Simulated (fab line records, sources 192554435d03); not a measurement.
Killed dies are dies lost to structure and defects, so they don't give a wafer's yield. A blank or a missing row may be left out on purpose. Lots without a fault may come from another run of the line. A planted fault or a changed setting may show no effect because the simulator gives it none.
One fault seen from 2 desks | flow n5_finfet | each desk has only its own numbers; what lay behind them comes last

THE TOOL OWNER'S DESK: rie_si-03
The tool's own readings at N5_FIN_SAQP_MANDREL_ETCH_22 (etches a-Si in HBr/Cl2, stops on SiNx, target depth 60 nm, bt time 10 s, time 30 s): means of the sampled wafers that have a number, for each lot that ran on this tool. A lot is out of limits, marked OUT, if its mean lies more than 4 standard deviations from the usual mean; the brackets give that distance.
Columns: A = drypump_motor_current_A at N5_FIN_SAQP_MANDREL_ETCH_22, usual 5.5 A; B = oes_product_au at N5_FIN_SAQP_MANDREL_ETCH_22, usual 0.773 a.u.; C = throttle_valve_pct at N5_FIN_SAQP_MANDREL_ETCH_22, usual 35.36 %
lot  | first seen here | A   | B     | C
L943 | day 4 11:00     | 5.7 | 0.744 | 35.15
L944 | day 4 16:55     | 5.3 | 0.738 | 35.53
L945 | day 5 00:11     | 5.7 | 0.752 | 35.12
L954 | day 7 04:29     | 5.3 | 0.781 | 35.42
L955 | day 7 10:20     | 5.3 | 0.789 | 35.25
L956 | day 7 16:04     | 5.3 | 0.775 | 35.42
This desk's finding: nothing out of limits on any of the 6 lots.

THE METROLOGY DESK
What the gauges read, lot by lot, whatever tool the lot ran on: means of the sampled wafers that have a number. A lot is out of limits, marked OUT, if its mean lies more than 4 standard deviations from the usual mean; the brackets give that distance. Of its 11 readings 7 are shown: those that lie furthest out on some lot.
Columns: A = thk_nm at N5_FIN_SAQP_THK_MEAS_05, usual 37.9 nm; B = DIBL_N at N5_BEOL_M4_RC_MEAS_101, usual 36.4 mV/V; C = IOFF_N at N5_BEOL_M4_RC_MEAS_101, usual 0.159 nA/um; D = IOFF_P at N5_BEOL_M4_RC_MEAS_101, usual 0.21 nA/um; E = ION_N at N5_BEOL_M4_RC_MEAS_101, usual 670 uA/um; F = VT_N at N5_BEOL_M4_RC_MEAS_101, usual 250 mV; G = VT_P at N5_BEOL_M4_RC_MEAS_101, usual -250 mV
lot  | first seen here | A    | B    | C     | D    | E   | F   | G
L943 | day 4 09:20     | 37.8 | 36.8 | 0.162 | 0.20 | 666 | 252 | -254
L944 | day 4 15:50     | 38.2 | 36.3 | 0.144 | 0.20 | 660 | 252 | -252
L945 | day 4 23:07     | 37.4 | 36.5 | 0.145 | 0.20 | 660 | 252 | -250
L950 | day 6 03:54     | 37.9 | 35.7 | 0.149 | 0.20 | 664 | 254 | -253
L952 | day 6 14:57     | 38.2 | 37.5 | 0.173 | 0.23 | 672 | 247 | -249
L953 | day 6 20:49     | 37.3 | 38.9 | 0.194 | 0.23 | 686 | 246 | -249
L954 | day 7 03:29     | 38.4 | 37.0 | 0.152 | 0.17 | 666 | 253 | -258
L955 | day 7 09:23     | 37.6 | 35.5 | 0.157 | 0.22 | 666 | 251 | -249
L956 | day 7 15:03     | 38.0 | 34.2 | 0.137 | 0.23 | 663 | 251 | -246
This desk's finding: nothing out of limits on any of the 9 lots.

PUT TOGETHER
The tool owner's desk saw nothing out of limits.
The metrology desk saw nothing out of limits.

WHAT THE SIMULATOR HAD PUT IN
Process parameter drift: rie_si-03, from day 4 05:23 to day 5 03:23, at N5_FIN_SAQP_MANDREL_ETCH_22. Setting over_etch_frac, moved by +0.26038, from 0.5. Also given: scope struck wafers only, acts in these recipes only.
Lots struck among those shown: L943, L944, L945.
